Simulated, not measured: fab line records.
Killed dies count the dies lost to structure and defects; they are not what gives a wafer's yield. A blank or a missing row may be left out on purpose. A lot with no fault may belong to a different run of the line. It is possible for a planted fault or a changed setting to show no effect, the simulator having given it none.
Which tool was responsible?	flow n5Finfet	24 lots with 72 wafers sampled at 6 steps, on a route of 1938 steps

## WHAT THE GAUGES READ, wafer by wafer
N5_BEOL_M15_INSPECT_12: inspects for defects (macro). Usual: rawDefectCount 2.1, standard deviation 1.4.
lot	measured	on	rawDefectCount	flag
L075	day 11 17:46	defectInspect-02	3 3 1	
L076	day 11 21:53	defectInspect-01	2 3 2	
L074	day 12 02:45	defectInspect-02	0 2 0	
L077	day 12 12:17	defectInspect-01	1 3 2	
L079	day 13 10:39	defectInspect-02	4 3 3	
L078	day 13 11:19	defectInspect-02	0 3 2	
L082	day 13 11:47	defectInspect-02	1 0 1	
L081	day 13 18:34	defectInspect-02	2 1 4	
L080	day 13 20:13	defectInspect-02	1 0 3	
L083	day 14 00:24	defectInspect-01	1 3 2	
L085	day 14 05:07	defectInspect-02	4 2 2	
L084	day 14 10:39	defectInspect-01	1 0 2	
L086	day 14 23:56	defectInspect-01	2 1 2	
L087	day 15 06:53	defectInspect-01	3 2 2	
L088	day 15 08:02	defectInspect-01	2 1 2	
L089	day 15 10:23	defectInspect-01	3 7 2	
L090	day 15 21:11	defectInspect-01	4 4 3	
L091	day 15 21:47	defectInspect-01	4 2 2	
L092	day 16 03:01	defectInspect-02	1 3 4	
L095	day 16 18:33	defectInspect-01	4 2 4	
L093	day 17 01:32	defectInspect-01	2 0 1	
L096	day 17 04:29	defectInspect-01	2 6 0	
L094	day 17 06:34	defectInspect-02	1 2 2	
L097	day 17 22:07	defectInspect-02	1 2 4	

N5_MIM_TOP_LITHO_CD_MEAS_08 targets a cd of 2000 nm. Usual: cdNm 1999.6 nm, standard deviation 2.1.
lot	measured	on	cdNm (nm)	flag
L075	day 12 04:53	cdSem-03	1999.8 1999.9 2000.7	
L076	day 12 09:05	cdSem-03	2002.8 1999.3 2000.8	
L074	day 12 15:19	cdSem-03	1998.0 1997.0 1999.5	
L077	day 12 20:30	cdSem-01	2002.6 2003.4 2002.4	
L079	day 13 21:28	cdSem-03	1999.1 2001.2 1998.1	
L078	day 13 21:29	cdSem-02	1998.8 1998.3 1998.5	
L082	day 13 21:56	cdSem-03	1998.6 2003.1 2000.1	
L081	day 14 01:38	cdSem-02	1996.7 1996.0 1998.1	
L080	day 14 04:34	cdSem-03	1999.6 1998.6 2000.0	
L083	day 14 09:44	cdSem-03	2001.8 2001.1 2002.1	
L085	day 14 14:01	cdSem-03	1998.1 2001.6 1996.5	
L084	day 14 19:46	cdSem-03	2000.5 1997.0 1995.9	
L086	day 15 06:39	cdSem-03	1998.3 1998.6 2001.4	
L087	day 15 19:08	cdSem-02	1999.2 1999.5 1998.3	
L088	day 15 20:21	cdSem-02	2000.4 1999.7 2001.7	
L089	day 15 20:55	cdSem-03	2000.0 2001.8 2001.6	
L090	day 16 08:40	cdSem-03	1998.2 1998.5 2002.1	
L091	day 16 08:59	cdSem-03	2001.4 1997.7 1997.3	
L092	day 16 13:24	cdSem-03	1996.7 2001.8 1997.4	
L095	day 17 03:31	cdSem-02	1999.1 1995.8 2000.0	
L093	day 17 11:08	cdSem-02	2002.5 2000.0 2003.3	
L096	day 17 16:10	cdSem-01	2001.2 2000.9 2001.5	
L094	day 17 15:38	cdSem-03	1998.3 1998.3 2001.9	
L097	day 18 07:46	cdSem-03	2001.1 2000.3 2001.1	

## WHAT TOOL EACH LOT RAN ON (gives the tool, then ch and the chambers of the sampled wafers, and finally the start)
lot	N5_BEOL_M13_DEGAS_41	N5_BEOL_M14_DESCUM_15	N5_BEOL_M14_DEGAS_41	N5_BEOL_M15_ILD_DEP_00
L075	pvdSputter-03, day 11 09:45	rieDiel-02 ch 0,1,2, day 11 11:49	pvdSputter-03, day 11 15:49	pecvd-04 ch 0,1,2, day 11 17:10
L076	pvdSputter-01, day 11 15:58	rieDiel-04 ch 0,1,2, day 11 17:51	pvdSputter-01, day 11 19:51	pecvd-04 ch 0,1, day 11 21:17
L074	pvdSputter-03, day 11 18:57	rieDiel-01 ch 0,2, day 11 20:58	pvdSputter-02, day 12 00:41	pecvd-04 ch 0,1,2, day 12 02:01
L077	pvdSputter-03, day 12 00:56	rieDiel-01 ch 1,2, day 12 03:23	pvdSputter-01, day 12 10:13	pecvd-03 ch 0,2, day 12 11:33
L079	pvdSputter-03, day 13 02:07	rieDiel-02 ch 0,1,3, day 13 04:38	pvdSputter-01, day 13 08:34	pecvd-02 ch 0,2, day 13 10:02
L078	pvdSputter-03, day 13 02:34	rieDiel-01 ch 1,3, day 13 04:38	pvdSputter-03, day 13 09:05	pecvd-03 ch 0,1,2, day 13 10:35
L082	pvdSputter-01, day 13 04:59	rieDiel-02 ch 1,2,3, day 13 06:52	pvdSputter-03, day 13 09:26	pecvd-02 ch 0,2, day 13 11:02
L081	pvdSputter-03, day 13 08:31	rieDiel-01 ch 0,3, day 13 10:32	pvdSputter-03, day 13 16:23	pecvd-03 ch 0,2, day 13 17:50
L080	pvdSputter-01, day 13 09:09	rieDiel-01 ch 2,3, day 13 11:21	pvdSputter-03, day 13 18:17	pecvd-03 ch 0,1, day 13 19:37
L083	pvdSputter-01, day 13 18:23	rieDiel-01 ch 0,1,2, day 13 20:25	pvdSputter-03, day 13 22:28	pecvd-04 ch 0,1,2, day 13 23:47
L085	pvdSputter-02, day 13 21:49	rieDiel-01 ch 0,2,3, day 14 00:01	pvdSputter-03, day 14 03:10	pecvd-03 ch 0,1, day 14 04:31
L084	pvdSputter-01, day 14 03:00	rieDiel-04 ch 1,2, day 14 04:53	pvdSputter-03, day 14 08:27	pecvd-02 ch 0,2, day 14 10:03
L086	pvdSputter-01, day 14 15:01	rieDiel-04 ch 1,2,3, day 14 16:54	pvdSputter-03, day 14 20:41	pecvd-02 ch 0,1,2, day 14 23:19
L087	pvdSputter-03, day 14 20:07	rieDiel-01 ch 0,1, day 14 23:00	pvdSputter-01, day 15 04:49	pecvd-03 ch 0,2, day 15 06:09
L088	pvdSputter-01, day 14 20:28	rieDiel-01 ch 0,2,3, day 14 23:38	pvdSputter-02, day 15 05:37	pecvd-02 ch 1,2, day 15 07:17
L089	pvdSputter-02, day 15 03:01	rieDiel-04 ch 0,2,3, day 15 05:36	pvdSputter-02, day 15 08:27	pecvd-04 ch 0,1,2, day 15 09:47
L090	pvdSputter-03, day 15 12:19	rieDiel-04 ch 0,1,3, day 15 14:23	pvdSputter-03, day 15 18:47	pecvd-02 ch 1,2, day 15 20:34
L091	pvdSputter-03, day 15 14:46	rieDiel-02 ch 0,1,3, day 15 16:46	pvdSputter-01, day 15 19:22	pecvd-03 ch 0,1, day 15 21:03
L092	pvdSputter-03, day 15 16:35	rieDiel-01 ch 1,2,3, day 15 19:18	pvdSputter-02, day 16 00:56	pecvd-03 ch 0,1,2, day 16 02:17
L095	pvdSputter-03, day 16 09:23	rieDiel-02 ch 1,3, day 16 11:31	pvdSputter-02, day 16 16:22	pecvd-04 ch 1,2, day 16 17:41
L093	pvdSputter-03, day 16 17:02	rieDiel-02 ch 0,2, day 16 18:56	pvdSputter-01, day 16 23:29	pecvd-02 ch 0,1,2, day 17 00:49
L096	pvdSputter-01, day 16 22:31	rieDiel-01 ch 0,2,3, day 17 00:25	pvdSputter-03, day 17 02:27	pecvd-04 ch 1,2, day 17 03:47
L094	pvdSputter-01, day 16 23:00	rieDiel-04 ch 0,1,2, day 17 01:04	pvdSputter-03, day 17 03:05	pecvd-04 ch 1,2, day 17 05:42
L097	pvdSputter-01, day 17 14:10	rieDiel-02 ch 1,2, day 17 16:11	pvdSputter-01, day 17 19:34	pecvd-02 ch 0,1, day 17 21:23
- N5_BEOL_M13_DEGAS_41: time 60 s.
- N5_BEOL_M14_DESCUM_15: chemistry O2, time 7.9 s.
- N5_BEOL_M14_DEGAS_41: time 60 s.
- N5_BEOL_M15_ILD_DEP_00: deposits SiO2 from TEOS/O2, target thk 1629.3 nm, time 346.1 s.

## AS READ BY THE TOOLS THEMSELVES (means over the sampled wafers that have a number; for cases with no such wafer, the mark the record gives instead)
N5_BEOL_M13_DEGAS_41. Usual: heaterPowerW 332 W, standard deviation 28.
lot	tool	heaterPowerW (W)	flag
L075	pvdSputter-03	330	
L076	pvdSputter-01	341	
L074	pvdSputter-03	322	
L077	pvdSputter-03	339	
L079	pvdSputter-03	323	
L078	pvdSputter-03	298	
L082	pvdSputter-01	348	
L081	pvdSputter-03	343	
L080	pvdSputter-01	330	
L083	pvdSputter-01	328	
L085	pvdSputter-02	403	
L084	pvdSputter-01	323	
L086	pvdSputter-01	322	
L087	pvdSputter-03	325	
L088	pvdSputter-01	328	
L089	pvdSputter-02	360	
L090	pvdSputter-03	345	
L091	pvdSputter-03	325	
L092	pvdSputter-03	322	
L095	pvdSputter-03	342	
L093	pvdSputter-03	324	
L096	pvdSputter-01	319	
L094	pvdSputter-01	320	
L097	pvdSputter-01	324	

N5_BEOL_M14_DESCUM_15. Usual: drypumpMotorCurrentA 5.7 A, standard deviation 0.52; oesProductAu 0.78 a.u., standard deviation 0.075; rfVppV 242.9 V, standard deviation 1.3; showerheadPlenumPTorr 2.09 Torr, standard deviation 0.059; throttleValvePct 20.49 %, standard deviation 0.24.
lot	tool	drypumpMotorCurrentA (A)	oesProductAu (a.u.)	rfVppV (V)	showerheadPlenumPTorr (Torr)	throttleValvePct (%)	flag
L075	rieDiel-02	6.0	0.79	244.5	2.13	20.54	
L076	rieDiel-04	6.3	0.74	241.3	2.03	20.65	
L074	rieDiel-01	5.2	0.80	243.6	2.09	20.46	
L077	rieDiel-01	5.2	0.78	241.6	2.07	20.48	
L079	rieDiel-02	5.7	0.77	242.6	2.09	20.67	
L078	rieDiel-01	5.7	0.78	243.6	2.12	20.31	
L082	rieDiel-02	5.9	0.71	243.3	2.09	20.67	
L081	rieDiel-01	5.9	0.80	243.9	2.10	20.14	
L080	rieDiel-01	5.9	0.76	242.8	2.07	20.16	
L083	rieDiel-01	5.3	0.78	242.8	2.09	20.49	
L085	rieDiel-01	5.5	0.78	241.9	2.08	20.33	
L084	rieDiel-04	6.1	0.86	241.8	2.03	20.32	
L086	rieDiel-04	5.8	0.81	241.9	2.02	20.52	
L087	rieDiel-01	5.4	0.78	243.2	2.12	20.48	
L088	rieDiel-01	5.5	0.78	242.9	2.08	20.34	
L089	rieDiel-04	6.1	0.83	242.0	2.08	20.48	
L090	rieDiel-04	6.0	0.87	242.1	2.10	20.64	
L091	rieDiel-02	5.7	0.74	242.4	2.08	20.69	
L092	rieDiel-01	5.6	0.75	242.4	2.08	20.37	
L095	rieDiel-02	5.6	0.68	242.8	2.05	20.80	
L093	rieDiel-02	5.7	0.74	243.8	2.14	20.54	
L096	rieDiel-01	5.6	0.76	242.8	2.07	20.35	
L094	rieDiel-04	6.3	0.87	243.1	2.10	20.48	
L097	rieDiel-02	6.3	0.68	243.4	2.08	20.69	

N5_BEOL_M14_DEGAS_41. Usual: heaterPowerW 470 W, standard deviation 44.
lot	tool	heaterPowerW (W)	flag
L075	pvdSputter-03	497	
L076	pvdSputter-01	463	
L074	pvdSputter-02	469	
L077	pvdSputter-01	470	
L079	pvdSputter-01	481	
L078	pvdSputter-03	455	
L082	pvdSputter-03	463	
L081	pvdSputter-03	450	
L080	pvdSputter-03	453	
L083	pvdSputter-03	500	
L085	pvdSputter-03	490	
L084	pvdSputter-03	487	
L086	pvdSputter-03	485	
L087	pvdSputter-01	479	
L088	pvdSputter-02	540	
L089	pvdSputter-02	458	
L090	pvdSputter-03	450	
L091	pvdSputter-01	466	
L092	pvdSputter-02	507	
L095	pvdSputter-02	507	
L093	pvdSputter-01	464	
L096	pvdSputter-03	452	
L094	pvdSputter-03	456	
L097	pvdSputter-01	476	

N5_BEOL_M15_ILD_DEP_00. Usual: heaterPowerW 539 W, standard deviation 98; showerheadPlenumPTorr 8.36 Torr, standard deviation 0.045; throttleValvePct 18.4 %, standard deviation 0.73.
lot	tool	heaterPowerW (W)	showerheadPlenumPTorr (Torr)	throttleValvePct (%)	flag
L075	pecvd-04	565	8.34	17.8	
L076	pecvd-04	575	8.37	17.9	
L074	pecvd-04	537	8.35	18.0	
L077	pecvd-03	468	8.37	18.6	
L079	pecvd-02	490	8.40	18.4	
L078	pecvd-03	524	8.36	18.5	
L082	pecvd-02	515	8.41	18.6	
L081	pecvd-03	477	8.36	18.8	
L080	pecvd-03	573	8.38	18.9	
L083	pecvd-04	577	8.33	17.9	
L085	pecvd-03	498	8.38	19.0	
L084	pecvd-02	472	8.40	19.2	
L086	pecvd-02	517	8.40	19.1	
L087	pecvd-03	459	8.33	18.4	
L088	pecvd-02	538	8.42	18.7	
L089	pecvd-04	652	8.34	18.0	
L090	pecvd-02	535	8.42	18.6	
L091	pecvd-03	605	8.36	18.7	
L092	pecvd-03	574	8.35	18.6	
L095	pecvd-04	588	8.32	17.7	
L093	pecvd-02	506	8.39	18.8	
L096	pecvd-04	563	8.34	17.7	
L094	pecvd-04	605	8.31	17.7	
L097	pecvd-02	504	8.41	19.2	

## THE ANSWER, worked out from the rows above alone
Rule: take the mean of a lot's wafers that have a number; if it is more than 3 standard deviations from the usual mean, the lot is off. Also off: a lot with no number at a reading for which 4 or more lots have one. The other lots that the step has rows for count as sound. Order of review: gauges by route order, followed by the tools' own readings, for which a lot's mean as printed above is used. The first step at which some lot is off is used, and at that step the reading that is off furthest; a lot without a number counts as furthest.
Nothing can be told from this: no lot is off at any reading shown.

## WHAT THE SIMULATOR HAD INSERTED
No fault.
